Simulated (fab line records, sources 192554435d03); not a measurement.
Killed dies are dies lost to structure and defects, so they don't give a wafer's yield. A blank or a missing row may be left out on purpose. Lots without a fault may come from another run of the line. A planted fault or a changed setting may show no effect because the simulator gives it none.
fab line records | flow n5_finfet
record lots=5 wafers=15 last_day=15
route steps=1938 shown BEOL_M5@1132
lots that met no fault: from a run of the same line without faults
start_h: hours from the record's first day to the start of the lot's first wafer shown | wait_h: hours since the lot's step before | " the same as in the row above | L1.1+2: a row that stands for several wafers | - no value, or no start given | * or withheld: withheld | < > ~ a bound
route shown NAME@n: a module of which the file shows steps, and the number in the route of the first | usual: mean/standard deviation of fault-free wafers | same: alike in all rows | chamber/n: place in a boat | sites: the reading at each site | _std_site: their standard deviation | _edge_site: outer sites' mean less inner sites' | radius_mm: how far each site lies from the wafer's centre | mask NAME#n: copy n | behind: the tool/chamber that last shaped the wafer | hold: why the lot was held/for how many hours/how that ended | device: the transistor (n, p or np) that didn't switch | end of line: the same wafers' tests at the end of the route | a step without rows: its recipe alone | killed: dies lost to structure and defects at the first sort, not the wafer's yield | map: a wafer's dies, x killed, . not, _ none there
set.NAME: the setting as run; set.NAME@STEP: as run at that earlier step | model.NAME: the simulator's own value behind a step, which no gauge read
lots at some steps of the route; a table a step, a row a wafer
services: from which hour (start_h, from the record's first day; less than 0 if before it) a tool's chamber was out of use, for how many hours, and why
## steps
# step N5_BEOL_M5_ETCH_62
# recipe chemistry=N2/H2 target=SOC target_depth_a=750 overetch_a=150 mask_material=SiARC temp_c=40 time_s=112.5 ion_energy_ev=200 pressure_mtorr=30 source_w=840 bias_w=150 n2_flow_sccm=200 h2_flow_sccm=200
# usual drypump_motor_current_A=5.7/0.3 oes_product_au=0.62/0.068 rf_fwd_power_W=836.6/2.4 rf_vpp_V=524.5/1.8 showerhead_plenum_p_Torr=2.57/0.059 throttle_valve_pct=17.87/0.22
# columns lot.wafer tool chamber start_h wait_h drypump_motor_current_A oes_product_au rf_fwd_power_W rf_hours_counter_h rf_vpp_V showerhead_plenum_p_Torr throttle_valve_pct
L081.1 rie_diel-06 1 212.83 0.0 5.3 0.75 838.1 7 525.4 2.59 17.31
L081.2 " 2 " " 5.6 0.57 837.7 200 524.9 2.53 17.96
L081.4 " 0 " " 5.8 0.57 841.0 186 525.8 2.64 17.96
L080.1 rie_diel-01 3 222.60 0.0 5.8 0.59 834.9 212 525.6 2.62 17.61
L080.2 " 1 " " 6.0 0.55 835.1 245 526.4 2.62 18.40
L080.3 " 0 " " 6.1 0.70 840.9 28 525.2 2.61 17.96
L085.1 rie_diel-01 0 244.41 0.0 6.1 0.68 839.8 36 527.1 2.61 17.97
L085.3 " 3 " " 5.8 0.58 836.2 219 525.6 2.62 17.62
L085.5 " 3 " " 5.8 0.58 836.9 - 525.5 2.62 17.64
L087.2 rie_diel-06 3 247.03 0.0 5.3 0.64 837.0 100 521.6 2.47 17.98
L087.4 " 2 " " 5.6 0.57 837.2 212 522.7 2.52 18.01
L087.5 " 0 " " 5.8 0.57 835.2 - 526.5 2.63 17.98
L089.4 rie_diel-06 1 264.20 0.0 5.3 0.72 839.3 22 523.7 2.59 17.34
L089.5 " 2 " " 5.6 0.55 838.2 - 521.1 2.52 17.98
L089.6 " 3 " " 5.3 0.63 837.0 - 520.6 2.47 17.98
# step N5_BEOL_M5_STRIP_63
# recipe chemistry=N2/H2 temp_c=40 n2_flow_sccm=200 h2_flow_sccm=200 rf_frequency_hz=6e+07
# columns lot.wafer tool chamber start_h wait_h
L081.1+2+4 rie_diel-06 1,2,0 212.94 0.1
L080.1+2+3 rie_diel-01 3,1,0 222.71 0.1
L085.1+3+5 rie_diel-01 0,3,3 244.52 0.1
L087.2+4+5 rie_diel-06 3,2,0 247.13 0.1
L089.4+5+6 rie_diel-06 1,2,3 264.30 0.1
# step N5_BEOL_M5_STRIP_73
# recipe chemistry=N2/H2 temp_c=40 n2_flow_sccm=200 h2_flow_sccm=200 rf_frequency_hz=6e+07
# columns lot.wafer tool chamber start_h wait_h
L081.1+2+4 rie_diel-06 1,2,0 212.95 0.0
L080.1+2+3 rie_diel-01 3,1,0 222.72 0.0
L085.1+3+5 rie_diel-01 0,3,3 244.53 0.0
L087.2+4+5 rie_diel-06 3,2,0 247.14 0.0
L089.4+5+6 rie_diel-06 1,2,3 264.31 0.0
# step N5_BEOL_M5_STRIP_64
# recipe chemistry=CF4 resist=SiARC power_w=300 bias_power_w=75 pressure_mtorr=50 cf4_flow_sccm=150 rf_frequency_hz=6e+07
# usual drypump_motor_current_A=5.6/0.3 oes_product_au=0.77/0.085 rf_fwd_power_W=292.5/0.88 rf_vpp_V=271.5/1.2 showerhead_plenum_p_Torr=1.81/0.041 throttle_valve_pct=13.61/0.2
# columns lot.wafer tool chamber start_h wait_h drypump_motor_current_A oes_product_au rf_fwd_power_W rf_hours_counter_h rf_vpp_V showerhead_plenum_p_Torr throttle_valve_pct
L081.1 rie_diel-06 1 212.96 0.0 5.3 0.95 292.3 7 274.0 1.84 13.21
L081.2 " 2 " " 5.5 0.71 291.6 200 270.6 1.77 13.80
L081.4 " 0 " " 5.8 0.72 291.3 186 272.1 1.85 13.71
L080.1 rie_diel-01 3 222.73 0.0 5.8 0.73 291.5 212 272.6 1.85 13.50
L080.2 " 1 " " 6.0 0.68 293.3 246 273.0 1.85 14.10
L080.3 " 0 " " 6.1 0.86 292.5 28 272.1 1.84 13.53
L085.1 rie_diel-01 0 244.54 0.0 6.1 0.85 291.5 36 271.6 1.84 13.52
L085.3 " 3 " " 5.7 0.72 292.7 219 272.9 1.85 13.54
L085.5 " 3 " " 5.7 0.72 292.7 - 272.2 1.85 13.51
L087.2 rie_diel-06 3 247.15 0.0 5.3 0.80 292.3 100 271.2 1.74 13.56
L087.4 " 2 " " 5.6 0.69 291.8 212 271.9 1.77 13.81
L087.5 " 0 " " 5.8 0.71 293.1 - 272.2 1.85 13.73
L089.4 rie_diel-06 1 264.32 0.0 5.3 0.90 292.1 22 272.0 1.84 13.27
L089.5 " 2 " " 5.6 0.69 292.1 - 270.3 1.77 13.83
L089.6 " 3 " " 5.3 0.80 293.3 - 269.2 1.74 13.58
# step N5_BEOL_M5_HM_OPEN_17
# recipe chemistry=Cl2/BCl3 target_depth_a=200 overetch_a=60 target=TiN mask_material=SOC ion_energy_ev=150 pressure_mtorr=10 icp_w=1000 bias_w=126 Cl2_flow_sccm=53.25 bcl3_flow_sccm=21.75 Ar_flow_sccm=25
# usual drypump_motor_current_A=5.9/0.45 oes_product_au=0.62/0.096 rf_fwd_power_W=991/3.3 throttle_valve_pct=22.44/0.22
# columns lot.wafer tool chamber start_h wait_h drypump_motor_current_A oes_product_au rf_fwd_power_W rf_hours_counter_h throttle_valve_pct
L081.1 rie_metal-03 0 213.00 0.0 6.2 0.71 996 28 22.42
L081.2 " 1 " " 5.1 0.67 994 52 22.03
L081.4 " 0 " " 6.2 0.71 993 - 22.43
L080.1 rie_metal-01 0 222.77 0.0 5.6 0.53 990 114 22.40
L080.2 " 1 " " 6.4 0.55 994 107 22.70
L080.3 " 1 " " 6.4 0.55 988 - 22.69
L085.1 rie_metal-01 1 244.58 0.0 6.4 0.55 989 109 22.70
L085.3 " 1 " " 6.4 0.55 987 - 22.69
L085.5 " 1 " " 6.4 0.55 990 - 22.69
L087.2 rie_metal-03 1 247.19 0.0 5.1 0.65 984 55 22.07
L087.4 " 1 " " 5.1 0.65 987 - 22.06
L087.5 " 0 " " 6.2 0.71 997 - 22.44
L089.4 rie_metal-03 0 264.39 0.1 6.1 0.70 992 - 22.46
L089.5 " 1 " " 5.1 0.65 991 - 22.06
L089.6 " 0 " " 6.2 0.70 993 - 22.45
# step N5_BEOL_M5_STRIP_19
# recipe chemistry=O2 power_w=400 temp_c=40 pressure_mtorr=30 rf_frequency_hz=6e+07 bias_power_w=0 overash_fraction=0.2 o2_flow_sccm=225
# usual drypump_motor_current_A=5.64/0.3 oes_product_au=0.79/0.092 rf_vpp_V=3.6/0.47 showerhead_plenum_p_Torr=2.12/0.041 throttle_valve_pct=16.65/0.22
# columns lot.wafer tool chamber start_h wait_h drypump_motor_current_A oes_product_au rf_hours_counter_h rf_vpp_V showerhead_plenum_p_Torr throttle_valve_pct
L081.1 rie_diel-05 2 213.27 0.2 5.54 0.83 62 3.2 2.12 16.55
L081.2 " 0 " " 6.03 0.75 176 3.2 2.18 16.57
L081.4 " 1 " " 5.26 0.80 96 3.1 2.12 16.46
L080.1 rie_diel-01 1 222.89 0.1 5.91 0.68 246 4.0 2.18 17.25
L080.2 " 0 " " 6.11 0.86 28 3.6 2.16 16.72
L080.3 " 3 " " 5.71 0.73 212 4.1 2.14 16.38
L085.1 rie_diel-05 2 244.78 0.2 5.55 0.82 71 3.3 2.11 16.57
L085.3 " 1 " " 5.28 0.78 106 4.9 2.11 16.49
L085.5 " 1 " " 5.27 0.79 - 3.7 2.11 16.48
L087.2 rie_diel-06 3 247.31 0.1 5.37 0.81 100 4.4 2.03 16.65
L087.4 " 2 " " 5.55 0.70 212 3.6 2.08 16.91
L087.5 " 1 " " 5.25 0.93 - 3.7 2.14 16.29
L089.4 rie_diel-01 3 264.49 0.1 5.76 0.72 - 4.3 2.14 16.43
L089.5 " 0 " " 6.11 0.84 - 3.6 2.15 16.75
L089.6 " 1 " " 5.93 0.98 - 3.6 2.17 16.79
# step N5_BEOL_M5_CD_MEAS_18
# recipe pitch_nm=56 target_cd_nm=28
# usual cd_nm=28.0/0.35
# columns lot.wafer tool chamber start_h wait_h cd_nm
L081.1 cd_sem-01 - 213.34 0.0 27.9
L081.2 " - " " 28.0
L081.4 " - " " 27.3
L080.1 cd_sem-02 - 222.96 0.1 27.5
L080.2 " - " " 28.3
L080.3 " - " " 28.1
L085.1 cd_sem-01 - 244.85 0.0 28.8
L085.3 " - " " 27.7
L085.5 " - " " 27.8
L087.2 cd_sem-03 - 247.38 0.1 27.8
L087.4 " - " " 28.1
L087.5 " - " " 28.2
L089.4 cd_sem-02 - 264.55 0.0 28.3
L089.5 " - " " 28.4
L089.6 " - " " 27.8
# step N5_BEOL_M5_COAT_65
# recipe resist=SOC temp_c=250 time_s=60 spin_rpm=1500 resist_thk_nm=60
# columns lot.wafer tool chamber start_h wait_h
L081.1+2+4 litho_track-05 0 213.43 0.1
L080.1+2+3 litho_track-01 0 224.57 1.6
L085.1+3+5 litho_track-02 0 245.27 0.4
L087.2+4+5 litho_track-05 0 250.71 3.3
L089.4+5+6 litho_track-01 0 264.91 0.4
# step N5_BEOL_M5_COAT_66
# recipe resist=SiARC temp_c=220 time_s=60 spin_rpm=1500 resist_thk_nm=12
# columns lot.wafer tool chamber start_h wait_h
L081.1+2+4 litho_track-05 0 - -
L080.1+2+3 litho_track-01 0 - -
L085.1+3+5 litho_track-02 0 - -
L087.2+4+5 litho_track-05 0 - -
L089.4+5+6 litho_track-01 0 - -
# step N5_BEOL_M5_COAT_74
# recipe resist=underlayer temp_c=205 time_s=60 spin_rpm=1500 resist_thk_nm=5
# columns lot.wafer tool chamber start_h wait_h
L081.1+2+4 litho_track-05 0 - -
L080.1+2+3 litho_track-01 0 - -
L085.1+3+5 litho_track-02 0 - -
L087.2+4+5 litho_track-05 0 - -
L089.4+5+6 litho_track-01 0 - -
# step N5_BEOL_M5_COAT_22
# recipe resist=CAR-EUV spin_rpm=1500 resist_thk_nm=30
# columns lot.wafer tool chamber start_h wait_h
L081.1+2+4 litho_track-05 0 - -
L080.1+2+3 litho_track-01 0 - -
L085.1+3+5 litho_track-02 0 - -
L087.2+4+5 litho_track-05 0 - -
L089.4+5+6 litho_track-01 0 - -
# step N5_BEOL_M5_EBR_24
# recipe solvent=PGMEA ebr_width_mm=1.5
# columns lot.wafer tool chamber start_h wait_h
L081.1+2+4 litho_track-05 0 - -
L080.1+2+3 litho_track-01 0 - -
L085.1+3+5 litho_track-02 0 - -
L087.2+4+5 litho_track-05 0 - -
L089.4+5+6 litho_track-01 0 - -
# step N5_BEOL_M5_SOFTBAKE_23
# recipe temp_c=110 time_s=60 resist=CAR-EUV
# columns lot.wafer tool chamber start_h wait_h
L081.1+2+4 litho_track-05 0 - -
L080.1+2+3 litho_track-01 0 - -
L085.1+3+5 litho_track-02 0 - -
L087.2+4+5 litho_track-05 0 - -
L089.4+5+6 litho_track-01 0 - -
# step N5_BEOL_M5_EXPOSE_25
# recipe mask_id=V4 na=0.33 source_shape=quasar sigma_inner=0.2 sigma_outer=0.6 polarization=unpolarized defocus_nm=10 dose_mj=52.75
# columns lot.wafer tool chamber start_h wait_h mask
L081.1+2+4 euv_scanner-02 0 213.69 - V4#0
L080.1+2+3 euv_scanner-02 0 224.87 - V4#0
L085.1+3+5 euv_scanner-01 0 245.41 - V4#0
L087.2+4+5 euv_scanner-02 0 251.02 - V4#0
L089.4+5+6 euv_scanner-02 0 265.09 - V4#0
# step N5_BEOL_M5_PEB_26
# recipe peb_temp_c=100 peb_time_s=60 resist=CAR-EUV
# columns lot.wafer tool chamber start_h wait_h
L081.1+2+4 litho_track-02 0 213.76 0.1
L080.1+2+3 litho_track-01 0 224.94 0.1
L085.1+3+5 litho_track-01 0 245.48 0.1
L087.2+4+5 litho_track-01 0 251.08 0.1
L089.4+5+6 litho_track-02 0 265.14 0.0
# step N5_BEOL_M5_DEVELOP_27
# recipe develop_time_s=30 developer=TMAH resist=CAR-EUV rinse_liquid=surfactant_rinse dry=air_spin dev_temp_c=23
# columns lot.wafer tool chamber start_h wait_h
L081.1+2+4 litho_track-02 0 - -
L080.1+2+3 litho_track-01 0 - -
L085.1+3+5 litho_track-01 0 - -
L087.2+4+5 litho_track-01 0 - -
L089.4+5+6 litho_track-02 0 - -
# step N5_BEOL_M5_CD_MEAS_28
# recipe target_cd_nm=30.6 landing_energy_ev=500 detector=se_inlens target_cd_y_nm=20 polarity=opening
# usual cd_nm=30.50/0.25
# columns lot.wafer tool chamber start_h wait_h cd_nm
L081.1 cd_sem-01 0 213.83 - 30.41
L081.2 " 0 " " 30.52
L081.4 " 0 " " 30.37
L080.1 cd_sem-02 0 225.01 - 30.31
L080.2 " 0 " " 30.41
L080.3 " 0 " " 30.48
L085.1 cd_sem-02 0 245.55 - 30.62
L085.3 " 0 " " 30.09
L085.5 " 0 " " 30.00
L087.2 cd_sem-01 0 251.15 - 30.38
L087.4 " 0 " " 30.56
L087.5 " 0 " " 30.60
L089.4 cd_sem-01 0 265.21 - 30.56
L089.5 " 0 " " 30.61
L089.6 " 0 " " 30.56
# step N5_BEOL_M5_OVL_MEAS_29
# recipe points_per_wafer=522
# usual V4_OVL=0.2/0.69
# columns lot.wafer tool chamber start_h wait_h V4_OVL[nm]
L081.1 overlay-02 0 213.86 0.0 1.1
L081.2 " 0 " " -0.4
L081.4 " 0 " " 0.2
L080.1 overlay-01 0 225.04 0.0 0.0
L080.2 " 0 " " 0.7
L080.3 " 0 " " 0.4
L085.1 overlay-02 0 245.58 0.0 -0.1
L085.3 " 0 " " 0.1
L085.5 " 0 " " -0.2
L087.2 overlay-02 0 251.19 0.0 0.0
L087.4 " 0 " " 0.6
L087.5 " 0 " " -1.0
L089.4 overlay-01 0 265.25 0.0 0.1
L089.5 " 0 " " -0.4
L089.6 " 0 " " -0.6
# step N5_BEOL_M5_INSPECT_30
# recipe mode=adi inspect_instrument=brightfield
# usual raw_defect_count=450/110
# columns lot.wafer tool chamber start_h wait_h raw_defect_count
L081.1 defect_inspect-01 - 213.92 0.1 581
L081.2 " - " " 447
L081.4 " - " " 621
L080.1 defect_inspect-02 - 225.10 0.1 451
L080.2 " - " " 320
L080.3 " - " " 415
L085.1 defect_inspect-01 - 245.63 0.1 545
L085.3 " - " " 426
L085.5 " - " " 781
L087.2 defect_inspect-01 - 251.24 0.0 315
L087.4 " - " " 330
L087.5 " - " " 372
L089.4 defect_inspect-02 - 265.30 0.0 416
L089.5 " - " " 642
L089.6 " - " " 424
# step N5_BEOL_M5_DESCUM_33
# recipe chemistry=O2 time_s=7 source_power_w=50 bias_power_w=20 pressure_mtorr=20 rf_frequency_hz=2.712e+07 temp_c=40 resist=CAR-EUV o2_flow_sccm=225
# usual drypump_motor_current_A=5.61/0.3 oes_product_au=0.77/0.086 rf_fwd_power_W=49.35/0.19 rf_vpp_V=243.4/1.1 showerhead_plenum_p_Torr=2.11/0.043 throttle_valve_pct=20.39/0.23
# columns lot.wafer tool chamber start_h wait_h drypump_motor_current_A oes_product_au rf_fwd_power_W rf_hours_counter_h rf_vpp_V showerhead_plenum_p_Torr throttle_valve_pct
L081.1 rie_diel-06 0 213.95 0.0 5.83 0.71 49.31 187 246.3 2.14 20.31
L081.2 " 1 " " 5.28 0.95 49.47 8 241.6 2.14 20.01
L081.4 " 2 " " 5.57 0.70 49.48 201 243.4 2.08 20.60
L080.1 rie_diel-01 2 225.24 0.1 5.28 0.67 49.12 246 242.6 2.07 20.44
L080.2 " 0 " " 6.09 0.86 49.59 29 245.0 2.16 20.55
L080.3 " 3 " " 5.77 0.73 49.08 212 244.3 2.14 20.09
L085.1 rie_diel-06 0 245.74 0.1 5.85 0.70 49.41 196 244.7 2.14 20.33
L085.3 " 1 " " 5.28 0.92 49.18 17 243.5 2.14 20.02
L085.5 " 2 " " 5.57 0.70 49.42 - 244.5 2.08 20.63
L087.2 rie_diel-01 2 251.27 0.0 5.27 0.66 49.19 255 242.0 2.07 20.46
L087.4 " 3 " " 5.71 0.73 49.49 - 244.6 2.14 20.10
L087.5 " 2 " " 5.26 0.66 49.48 - 242.4 2.07 20.44
L089.4 rie_diel-05 1 265.37 0.1 5.30 0.78 49.33 112 244.5 2.11 20.26
L089.5 " 3 " " 5.52 0.68 49.42 - 242.3 2.06 20.73
L089.6 " 2 " " 5.58 0.80 49.59 - 243.8 2.11 20.34
# step N5_BEOL_M5_ETCH_75
# recipe chemistry=N2/H2 target=underlayer target_depth_a=65 mask_material=CAR-EUV time_s=5.2 ion_energy_ev=200 pressure_mtorr=30 source_w=840 bias_w=150 n2_flow_sccm=200 h2_flow_sccm=200 ends=cleared
# usual drypump_motor_current_A=5.62/0.3 etch_rf_on_time_s=5.23/0.13 oes_product_au=0.66/0.073 rf_fwd_power_W=818.9/2.7 rf_vpp_V=524.4/2.1 showerhead_plenum_p_Torr=2.57/0.055 throttle_valve_pct=17.89/0.23
# columns lot.wafer tool chamber start_h wait_h drypump_motor_current_A etch_rf_on_time_s oes_product_au rf_fwd_power_W rf_hours_counter_h rf_vpp_V showerhead_plenum_p_Torr throttle_valve_pct
L081.1 rie_diel-06 0 213.99 0.0 5.83 5.41 0.60 819.4 187 525.0 2.64 18.01
L081.2 " 1 " " 5.26 5.32 0.79 815.3 8 523.7 2.59 17.32
L081.4 " 2 " " 5.57 5.32 0.60 816.7 201 521.1 2.53 18.01
L080.1 rie_diel-01 2 225.27 0.0 5.27 5.20 0.57 821.9 246 521.0 2.51 17.88
L080.2 " 0 " " 6.10 5.35 0.73 818.7 29 525.0 2.61 17.98
L080.3 " 3 " " 5.75 5.21 0.63 823.2 212 526.1 2.62 17.69
L085.1 rie_diel-06 0 245.77 0.0 5.85 5.41 0.60 822.1 196 526.8 2.63 18.03
L085.3 " 1 " " 5.27 5.36 0.77 816.4 17 527.1 2.59 17.39
L085.5 " 2 " " 5.57 5.36 0.59 815.2 - 523.8 2.52 18.01
L087.2 rie_diel-01 2 251.31 0.0 5.27 5.17 0.56 823.3 255 522.3 2.50 17.89
L087.4 " 3 " " 5.80 5.11 0.62 816.8 - 525.5 2.62 17.67
L087.5 " 2 " " 5.27 5.18 0.57 821.0 - 522.6 2.50 17.89
L089.4 rie_diel-05 1 265.41 0.0 5.26 5.02 0.68 818.5 112 525.0 2.58 17.80
L089.5 " 3 " " 5.54 5.24 0.59 815.8 - 522.4 2.49 17.97
L089.6 " 2 " " 5.55 5.19 0.70 818.2 - 524.7 2.59 18.05
# step N5_BEOL_M5_ETCH_67
# recipe chemistry=CF4 target=SiARC target_depth_a=156 mask_material=CAR-EUV time_s=26 ion_energy_ev=80 pressure_mtorr=40 source_w=545 bias_w=36 Ar_flow_sccm=100 cf4_flow_sccm=100 ends=cleared
# usual drypump_motor_current_A=5.61/0.3 etch_rf_on_time_s=26.1/0.59 oes_product_au=0.66/0.074 rf_fwd_power_W=532.0/1.8 rf_vpp_V=184.2/1.1 showerhead_plenum_p_Torr=2.16/0.047 throttle_valve_pct=15.61/0.18
# columns lot.wafer tool chamber start_h wait_h drypump_motor_current_A etch_rf_on_time_s oes_product_au rf_fwd_power_W rf_hours_counter_h rf_vpp_V showerhead_plenum_p_Torr throttle_valve_pct
L081.1 rie_diel-06 0 214.01 0.0 5.83 27.3 0.61 533.4 187 185.1 2.21 15.72
L081.2 " 1 " " 5.28 26.9 0.80 531.3 8 184.6 2.20 15.30
L081.4 " 2 " " 5.55 26.3 0.61 531.2 201 184.6 2.12 15.82
L080.1 rie_diel-01 2 225.29 0.0 5.26 25.7 0.57 528.3 246 184.7 2.11 15.68
L080.2 " 0 " " 6.06 26.4 0.74 533.9 29 184.4 2.18 15.53
L080.3 " 3 " " 5.75 26.0 0.62 532.9 212 185.6 2.21 15.47
L085.1 rie_diel-06 0 245.79 0.0 5.85 26.6 0.60 533.9 196 186.4 2.21 15.72
L085.3 " 1 " " 5.26 26.3 0.78 534.3 17 185.4 2.20 15.31
L085.5 " 2 " " 5.57 26.0 0.60 533.7 - 184.9 2.12 15.82
L087.2 rie_diel-01 2 251.32 0.0 5.25 25.5 0.57 531.7 255 183.3 2.11 15.69
L087.4 " 3 " " 5.76 25.9 0.62 532.5 - 184.7 2.21 15.50
L087.5 " 2 " " 5.26 25.6 0.57 529.0 - 182.4 2.11 15.70
L089.4 rie_diel-05 1 265.43 0.0 5.30 25.5 0.68 531.0 112 185.3 2.14 15.38
L089.5 " 3 " " 5.51 26.6 0.58 533.9 - 182.4 2.11 15.92
L089.6 " 2 " " 5.56 26.1 0.69 534.1 - 183.9 2.17 15.58
# step N5_BEOL_M5_ETCH_68
# recipe chemistry=N2/H2 target=SOC target_depth_a=800 overetch_a=160 mask_material=SiARC temp_c=40 time_s=120 ion_energy_ev=200 pressure_mtorr=30 source_w=840 bias_w=150 n2_flow_sccm=200 h2_flow_sccm=200
# usual drypump_motor_current_A=5.62/0.29 oes_product_au=0.59/0.064 rf_fwd_power_W=835.5/2.5 rf_vpp_V=524.6/1.8 showerhead_plenum_p_Torr=2.57/0.055 throttle_valve_pct=17.85/0.23
# columns lot.wafer tool chamber start_h wait_h drypump_motor_current_A oes_product_au rf_fwd_power_W rf_hours_counter_h rf_vpp_V showerhead_plenum_p_Torr throttle_valve_pct
L081.1 rie_diel-06 0 214.03 0.0 5.84 0.56 838.1 187 525.6 2.64 17.96
L081.2 " 1 " " 5.27 0.73 837.6 8 525.1 2.59 17.30
L081.4 " 2 " " 5.57 0.55 834.6 201 522.1 2.53 17.95
L080.1 rie_diel-01 2 225.32 0.0 5.28 0.51 835.2 246 522.6 2.51 17.86
L080.2 " 0 " " 6.09 0.67 829.4 29 523.8 2.61 17.99
L080.3 " 3 " " 5.76 0.56 836.3 212 525.4 2.62 17.62
L085.1 rie_diel-06 0 245.82 0.0 5.83 0.55 836.7 196 525.1 2.63 17.96
L085.3 " 1 " " 5.29 0.70 834.8 17 526.0 2.59 17.32
L085.5 " 2 " " 5.56 0.54 835.2 - 522.8 2.52 17.98
L087.2 rie_diel-01 2 251.35 0.0 5.28 0.51 832.8 255 522.8 2.50 17.86
L087.4 " 3 " " 5.76 0.55 835.9 - 527.2 2.62 17.63
L087.5 " 2 " " 5.25 0.51 834.4 - 521.2 2.50 17.86
L089.4 rie_diel-05 1 265.45 0.0 5.30 0.60 832.9 112 524.4 2.58 17.71
L089.5 " 3 " " 5.55 0.52 834.6 - 523.1 2.49 17.92
L089.6 " 2 " " 5.57 0.62 837.1 - 525.0 2.59 17.99
# step N5_BEOL_M5_STRIP_69
# recipe chemistry=N2/H2 temp_c=40 n2_flow_sccm=200 h2_flow_sccm=200 rf_frequency_hz=6e+07
# columns lot.wafer tool chamber start_h wait_h
L081.1+2+4 rie_diel-06 0,1,2 214.12 0.0
L080.1+2+3 rie_diel-01 2,0,3 225.40 0.0
L085.1+3+5 rie_diel-06 0,1,2 245.90 0.0
L087.2+4+5 rie_diel-01 2,3,2 251.43 0.0
L089.4+5+6 rie_diel-05 1,3,2 265.53 0.0
# step N5_BEOL_M5_STRIP_76
# recipe chemistry=N2/H2 temp_c=40 n2_flow_sccm=200 h2_flow_sccm=200 rf_frequency_hz=6e+07
# columns lot.wafer tool chamber start_h wait_h
L081.1+2+4 rie_diel-06 0,1,2 214.13 0.0
L080.1+2+3 rie_diel-01 2,0,3 225.41 0.0
L085.1+3+5 rie_diel-06 0,1,2 245.91 0.0
L087.2+4+5 rie_diel-01 2,3,2 251.44 0.0
L089.4+5+6 rie_diel-05 1,3,2 265.54 0.0
# step N5_BEOL_M5_VIA_ETCH_34
# recipe chemistry=C4F6/O2 target=SiCOH_lowk target_depth_a=883 mask_material=SOC taper_deg=4 time_s=39.2 ion_energy_ev=250 pressure_mtorr=30 source_w=345 bias_w=185 Ar_flow_sccm=300 C4F6_flow_sccm=10 O2_flow_sccm=10
# usual O2_flow_sccm=10.00/0.032 drypump_motor_current_A=5.62/0.29 oes_product_au=0.77/0.086 rf_fwd_power_W=340.7/1.3 rf_vpp_V=664/10 showerhead_plenum_p_Torr=2.87/0.062 throttle_valve_pct=20.84/0.18
# columns lot.wafer tool chamber start_h wait_h O2_flow_sccm drypump_motor_current_A oes_product_au rf_fwd_power_W rf_hours_counter_h rf_vpp_V showerhead_plenum_p_Torr throttle_valve_pct
L081.1 rie_diel-06 0 214.14 0.0 10.05 5.84 0.71 342.3 187 662 2.94 20.94
L081.2 " 1 " " 9.95 5.26 0.92 340.2 8 658 2.93 20.61
L081.4 " 2 " " 10.00 5.57 0.70 341.1 201 651 2.83 21.03
L080.1 rie_diel-01 2 225.42 0.0 9.98 5.25 0.66 342.3 246 666 2.81 20.87
L080.2 " 0 " " 9.97 6.13 0.85 343.4 29 656 2.87 20.70
L080.3 " 3 " " 9.99 5.74 0.72 341.5 212 677 2.93 20.64
L085.1 rie_diel-06 0 245.92 0.0 10.01 5.82 0.71 339.3 196 660 2.94 20.93
L085.3 " 1 " " 9.99 5.28 0.92 339.2 17 658 2.93 20.62
L085.5 " 2 " " 10.05 5.55 0.69 340.0 - 649 2.83 21.07
L087.2 rie_diel-01 2 251.45 0.0 10.03 5.26 0.67 340.6 255 666 2.81 20.89
L087.4 " 3 " " 9.94 5.72 0.73 341.2 - 676 2.93 20.67
L087.5 " 2 " " 10.05 5.27 0.66 340.8 - 666 2.81 20.89
L089.4 rie_diel-05 1 265.55 0.0 10.06 5.28 0.79 340.4 112 681 2.83 20.52
L089.5 " 3 " " 10.04 5.56 0.68 339.0 - 659 2.80 21.11
L089.6 " 2 " " 10.04 5.56 0.82 342.5 - 678 2.89 20.91
# step N5_BEOL_M5_STRIP_85
# recipe chemistry=C4F6/O2 resist=SiARC rf_frequency_hz=6e+07
# columns lot.wafer tool chamber start_h wait_h
L081.1+2+4 rie_diel-06 0,1,2 214.17 0.0
L080.1+2+3 rie_diel-01 2,0,3 225.45 0.0
L085.1+3+5 rie_diel-06 0,1,2 245.95 0.0
L087.2+4+5 rie_diel-01 2,3,2 251.49 0.0
L089.4+5+6 rie_diel-05 1,3,2 265.59 0.0
# step N5_BEOL_M5_STRIP_36
# recipe chemistry=N2/H2 power_w=450 temp_c=40 pressure_mtorr=20 rf_frequency_hz=6e+07 overash_fraction=0.3 bias_power_w=7 h2_frac=0.5 n2_flow_sccm=200 h2_flow_sccm=200
# usual drypump_motor_current_A=5.62/0.29 oes_product_au=0.77/0.087 rf_vpp_V=59.3/1.5 showerhead_plenum_p_Torr=2.57/0.055 throttle_valve_pct=23.7/0.32
# columns lot.wafer tool chamber start_h wait_h drypump_motor_current_A oes_product_au rf_hours_counter_h rf_vpp_V showerhead_plenum_p_Torr throttle_valve_pct
L081.1 rie_diel-06 0 214.18 0.0 5.84 0.71 187 61.1 2.63 23.8
L081.2 " 1 " " 5.29 0.94 8 57.4 2.59 23.0
L081.4 " 2 " " 5.57 0.71 201 60.7 2.52 23.6
L080.1 rie_diel-01 2 225.46 0.0 5.28 0.66 246 58.5 2.50 23.5
L080.2 " 0 " " 6.13 0.85 29 59.9 2.60 24.0
L080.3 " 3 " " 5.80 0.72 212 57.8 2.62 23.4
L085.1 rie_diel-06 0 245.96 0.0 5.83 0.72 196 59.7 2.63 23.9
L085.3 " 1 " " 5.28 0.91 17 57.8 2.59 23.0
L085.5 " 2 " " 5.58 0.69 - 56.8 2.52 23.6
L087.2 rie_diel-01 2 251.50 0.0 5.27 0.66 255 60.2 2.50 23.6
L087.4 " 3 " " 5.77 0.73 - 59.7 2.61 23.4
L087.5 " 2 " " 5.26 0.65 - 55.4 2.50 23.6
L089.4 rie_diel-05 1 265.60 0.0 5.27 0.78 112 57.7 2.57 23.6
L089.5 " 3 " " 5.53 0.68 - 59.9 2.48 23.5
L089.6 " 2 " " 5.56 0.79 - 59.2 2.58 24.0
## services
# columns tool chamber start_h hours kind
rie_diel-06 2 194.15 4.6 repair
euv_scanner-02 - 206.11 1.0 pm
euv_scanner-01 - 208.19 1.0 pm
euv_scanner-01 - 223.43 5.8 pm
rie_metal-01 0 233.82 - clean
rie_metal-01 0 233.82 21.1 scheduled_down
rie_metal-01 0 233.82 21.1 vent_cycle
rie_diel-01 1 239.29 - clean
rie_diel-01 1 239.29 - consumable_replace:focus_ring
rie_diel-01 1 239.29 17.8 scheduled_down
rie_diel-01 1 239.29 17.8 vent_cycle
euv_scanner-02 - 244.18 0.4 repair
euv_scanner-01 0 254.30 - calibration
rie_diel-01 2 257.19 - clean
rie_diel-01 2 257.19 - consumable_replace:focus_ring
rie_diel-01 2 257.19 19.0 scheduled_down
rie_diel-01 2 257.19 19.0 vent_cycle
euv_scanner-02 - 262.26 1.0 pm
euv_scanner-01 - 264.34 1.0 pm
## key
fault none
